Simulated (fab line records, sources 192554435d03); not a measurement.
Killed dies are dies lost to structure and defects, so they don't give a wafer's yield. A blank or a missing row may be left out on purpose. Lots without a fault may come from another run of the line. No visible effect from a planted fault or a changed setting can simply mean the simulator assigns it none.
Matching of chambers ; flow n5 finfet ; rie diel-04 running N5_BEOL_M3_ETCH_70: 4 sister chambers
The step etches SOC in N2/H2, target depth 80 nm, overetch 16 nm, time 120 s. 4 wafers are shown with their chamber, then 8 later ones without.

WAFERS PAIRED WITH THEIR CHAMBERS
wafer;chamber;drypump motor current A (A)
L088.2;1;6.2
L087.5;2;4.9
L091.4;3;5.0
L094.2;0;5.3

WAFERS WITH NO CHAMBER GIVEN
wafer;drypump motor current A (A)
L094.5;5.0
L094.6;5.2
L097.1;5.0
L097.2;4.9
L097.3;6.2
L097.4;5.3
L097.5;5.0
L097.6;5.3

EACH ONE'S CHAMBER
wafer;from the rows above;in truth
L094.5;3;3
L094.6;0;0
L097.1;3;3
L097.2;2;2
L097.3;1;1
L097.4;0;0
L097.5;3;3
L097.6;0;0
Correctly placed: 8 of 8. From these rows, 0 cannot be placed. Wrongly placed: 0.
How it was worked out, from the rows above alone: a wafer's distance from a chamber is the root of the sum, over the readings, of the square of ((its reading less the chamber's mean) divided by the reading's scatter). The wafer belongs to the nearest chamber; if the next one is less than 2 further off, it can't be placed. For every chamber, the mean is computed from those of its wafers that are shown. The scatter: root of mean squared gap, hidden wafer to nearest shown wafer, with one shown wafer a chamber.
